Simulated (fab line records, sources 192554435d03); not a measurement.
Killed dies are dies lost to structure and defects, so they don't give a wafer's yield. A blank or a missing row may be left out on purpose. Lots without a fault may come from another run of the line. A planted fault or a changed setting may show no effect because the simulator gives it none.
Problem report in the 8D (eight disciplines) form, filled by code | flow n5_finfet | the parts of the form that need people (team, actions taken, sign-off) are left out

1. THE PROBLEM
susceptor_temp_C at N5_BEOL_M2_ILD_DEP_00 reads a mean of 354.69 C on 2 wafers of 2 lots; wafers without a fault read 350.00 C with a standard deviation of 0.22. That is +21 standard deviations from the usual mean.
The step: deposits SiOC from DEMS/O2, target thk 79 nm, time 15.3 s.
First seen on wafer L568.5, day 9 02:00, on pecvd-04. The record holds 28 wafers of 10 lots with a number at this step. Rule for "out", or "out of limits": more than 4 standard deviations from the usual mean. The other wafers with a number count as sound.

2. WHAT IT IS AND WHAT IT IS NOT
question                    | is               | is not
which readings at this step | susceptor_temp_C | heater_power_w, showerhead_plenum_p_Torr, throttle_valve_pct
which lots                  | L568, L569       | L560, L561, L562, L572, L575, L576, L578, L581
which wafers of those lots  | L568.5, L569.6   | L568.2, L568.4, L569.1, L569.4
read on which tools         | pecvd-04         | pecvd-01, pecvd-02
when                        | from day 9 02:00 | up to then (11 sound wafers); but 15 sound wafers of L569, L572, L575, L576, L578, L581 came after

3. SUSPECTS, AND WHAT RULES EACH OUT
Counting: a tool at a process step up to the reading stays a suspect if it ran every lot that is out. Sound lots after the first of them don't rule it out here, since some wafers of a struck lot are sound.
- rtp_anneal-01 at N5_BEOL_M1_ANNEAL_51 (time 90 s): kept. It ran every lot that is out, first L568 (day 9 01:07).
- cmp-01 at N5_BEOL_M1_CMP_52 (polishes, stops on SiOC, t overpolish 6.8 s, target thk 40 nm): kept. It ran every lot that is out, first L568 (day 9 01:25); its last sound lot up to then is L562 (day 7 04:22).
- pecvd-04 at N5_BEOL_M2_ILD_DEP_00 (deposits SiOC from DEMS/O2, target thk 79 nm, time 15.3 s): kept. It ran every lot that is out, first L568 (day 9 02:00); its last sound lot up to then is L562 (day 7 04:59). Its own readings are out on those wafers: susceptor_temp_C.
- Within pecvd-04 at N5_BEOL_M2_ILD_DEP_00: the wafers that are out ran in chamber 0; their sound lot-mates ran in chambers 1, 2.
Left after counting: rtp_anneal-01 at N5_BEOL_M1_ANNEAL_51, cmp-01 at N5_BEOL_M1_CMP_52, pecvd-04 at N5_BEOL_M2_ILD_DEP_00.

4. THE CAUSE (what the simulator had put in)
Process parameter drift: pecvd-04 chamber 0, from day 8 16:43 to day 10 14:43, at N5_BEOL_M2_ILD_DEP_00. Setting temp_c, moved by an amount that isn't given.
Counting left 3 suspects, and this tool is among them.

5. THE CHAIN OF EFFECTS, in route order
Each row: a reading whose mean over the struck wafers that have a number lies more than 3 standard deviations from the usual. Only readings for which the record gives a usual standard deviation are gone through. hours: the time from each lot's start at the first step in this table that gives one to its start at this step, as a median over the lots. sigmas: the change in usual standard deviations.
hours | step                  | reading          | usual    | on struck wafers | change | sigmas
0     | N5_BEOL_M2_ILD_DEP_00 | susceptor_temp_C | 350.00 C | 354.69           | +4.69  | +21
The process steps in it:
- N5_BEOL_M2_ILD_DEP_00: deposits SiOC from DEMS/O2, target thk 79 nm, time 15.3 s.
Later measuring or inspecting steps at which every struck wafer that the step has a row for has a number for every such reading, and none has moved that far: N5_BEOL_M4_RC_MEAS_101.

6. WHAT WOULD HAVE CAUGHT IT SOONER
In this record the first reading out of limits was taken at day 9 02:00, 9 hours after the fault began at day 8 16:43.
